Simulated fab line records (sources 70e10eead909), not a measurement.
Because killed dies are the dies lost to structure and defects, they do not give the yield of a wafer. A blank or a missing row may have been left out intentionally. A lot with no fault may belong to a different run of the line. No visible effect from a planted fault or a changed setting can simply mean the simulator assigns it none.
What tool caused it? || flow nand-harc || 7 lots, 21 wafers sampled, at 4 steps of a route of 1159

== WHAT THE GAUGES READ, wafer by wafer ==
NHARC_THIN_TSV_INSPECT_40.
{"lot": "L117", "measured": "day 20 00:23", "on": "defect-inspect-02", "raw-defect-count": "470 408 408"}
{"lot": "L118", "measured": "day 21 06:11", "on": "defect-inspect-01", "raw-defect-count": "425 550 447"}
{"lot": "L120", "measured": "day 21 06:11", "on": "defect-inspect-02", "raw-defect-count": "578 505 437"}
{"lot": "L122", "measured": "day 21 06:11", "on": "defect-inspect-02", "raw-defect-count": "441 397 376"}
{"lot": "L129", "measured": "day 23 08:58", "on": "defect-inspect-01", "raw-defect-count": "473 424 455"}
{"lot": "L135", "measured": "day 25 08:55", "on": "defect-inspect-02", "raw-defect-count": "424 378 413"}

== EACH LOT AND THE TOOL THAT RAN IT (in order: tool; ch and the chambers of the sampled wafers; start) ==
{"lot": "L117", "NHARC_A_CHANNEL_HOLE_D1_DEP_00": "acl-dep-01 ch 0, day 8 21:02", "NHARC_THIN_TSV_ETCH_44": "rie-diel-07 ch 0,1,3, day 19 12:47", "NHARC_THIN_TSV_ANNEAL_52": "rtp-anneal-02 ch 0, day 19 16:41"}
{"lot": "L118", "NHARC_A_CHANNEL_HOLE_D1_DEP_00": "acl-dep-01 ch 0, day 9 15:25", "NHARC_THIN_TSV_ETCH_44": "rie-diel-13 ch 1,2,3, day 20 19:03", "NHARC_THIN_TSV_ANNEAL_52": "rtp-anneal-01 ch 0, day 20 22:45"}
{"lot": "L120", "NHARC_A_CHANNEL_HOLE_D1_DEP_00": "acl-dep-02 ch 0, day 10 02:31", "NHARC_THIN_TSV_ETCH_44": "rie-diel-05 ch 2,3, day 20 20:02", "NHARC_THIN_TSV_ANNEAL_52": "rtp-anneal-02 ch 0, day 20 23:55"}
{"lot": "L122", "NHARC_A_CHANNEL_HOLE_D1_DEP_00": "acl-dep-02 ch 0, day 10 08:58", "NHARC_THIN_TSV_ETCH_44": "rie-diel-13 ch 0,1,2, day 20 21:07", "NHARC_THIN_TSV_ANNEAL_52": "rtp-anneal-01 ch 0, day 21 01:04"}
{"lot": "L129", "NHARC_A_CHANNEL_HOLE_D1_DEP_00": "acl-dep-03 ch 0, day 12 08:23", "NHARC_THIN_TSV_ETCH_44": "rie-diel-13 ch 0,1, day 22 21:26", "NHARC_THIN_TSV_ANNEAL_52": "rtp-anneal-02 ch 0, day 23 01:12"}
{"lot": "L132", "NHARC_A_CHANNEL_HOLE_D1_DEP_00": "acl-dep-02 ch 0, day 13 03:25", "NHARC_THIN_TSV_ETCH_44": "-", "NHARC_THIN_TSV_ANNEAL_52": "-"}
{"lot": "L135", "NHARC_A_CHANNEL_HOLE_D1_DEP_00": "acl-dep-01 ch 0, day 14 00:44", "NHARC_THIN_TSV_ETCH_44": "rie-diel-05 ch 0,1,2, day 24 21:43", "NHARC_THIN_TSV_ANNEAL_52": "rtp-anneal-02 ch 0, day 25 01:30"}
- NHARC_A_CHANNEL_HOLE_D1_DEP_00: deposits aC, target thk 3100 nm.
- NHARC_THIN_TSV_ETCH_44: etches the open film in CF4/O2, target depth 1594.2 nm, time 797.1 s.
- NHARC_THIN_TSV_ANNEAL_52: time 90 s.

== THE ANSWER, worked out from the rows above alone ==
Rule: the lots themselves supply what counts as usual. The widest of any qualifying gaps counts: lots, ordered by their means at a reading, are off when they make up no more than a third of the lots, leave a main group of 4 or more, and stand apart from it by 3 or more times the standard deviation of that group's means. The tables above print the reading to a certain number of digits; a main group whose means all agree to those digits is not used. A lot without any number at a reading at which 4 lots or more have one is off too. All remaining lots with rows at the step are treated as sound.
Across all readings shown, no lot is off: no conclusion can be drawn from this.

== WHAT HAD BEEN PUT IN BY THE SIMULATOR ==
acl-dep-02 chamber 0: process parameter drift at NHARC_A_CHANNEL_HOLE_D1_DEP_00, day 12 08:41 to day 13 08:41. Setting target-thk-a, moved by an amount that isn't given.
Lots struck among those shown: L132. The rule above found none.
